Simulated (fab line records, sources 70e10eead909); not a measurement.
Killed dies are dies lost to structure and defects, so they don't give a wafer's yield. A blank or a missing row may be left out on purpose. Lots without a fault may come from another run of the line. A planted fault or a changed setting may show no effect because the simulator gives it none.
Chamber matching | flow nand_harc | NHARC_A_STAIRCASE_DESCUM_291 on rie_diel-04: 4 sister chambers
The step chemistry O2, time 3 s. 4 wafers are shown with their chamber, then 9 later ones without.

WAFERS WITH THEIR CHAMBER
wafer  | chamber | showerhead_plenum_p_Torr (Torr)
L082.2 | 2       | 1.82
L087.2 | 0       | 1.93
L087.3 | 3       | 1.99
L087.4 | 1       | 2.01

WAFERS WITHOUT THEIR CHAMBER
wafer  | showerhead_plenum_p_Torr (Torr)
L091.1 | 2.01
L091.4 | 1.93
L091.5 | 1.93
L093.1 | 1.81
L093.3 | 1.98
L093.4 | 2.01
L096.1 | 1.81
L096.2 | 1.92
L096.3 | 1.98

WHICH CHAMBER EACH WENT THROUGH
wafer  | from the rows above | in truth
L091.1 | 1                   | 1
L091.4 | 0                   | 0
L091.5 | 0                   | 0
L093.1 | 2                   | 2
L093.3 | 3                   | 3
L093.4 | 1                   | 1
L096.1 | 2                   | 2
L096.2 | 0                   | 0
L096.3 | 3                   | 3
Placed correctly: 9 of 9. Can't be placed from these rows: 0. Placed wrongly: 0.
How it was worked out, from the rows above alone: a wafer's distance from a chamber is the root of the sum, over the readings, of the square of ((its reading less the chamber's mean) divided by the reading's scatter). The wafer belongs to the nearest chamber; if the next one is less than 2 further off, it can't be placed. A chamber's mean is the mean of its shown wafers. The scatter: with one shown wafer a chamber, the root of the mean of the squares of how far each hidden wafer lies from its nearest shown one.
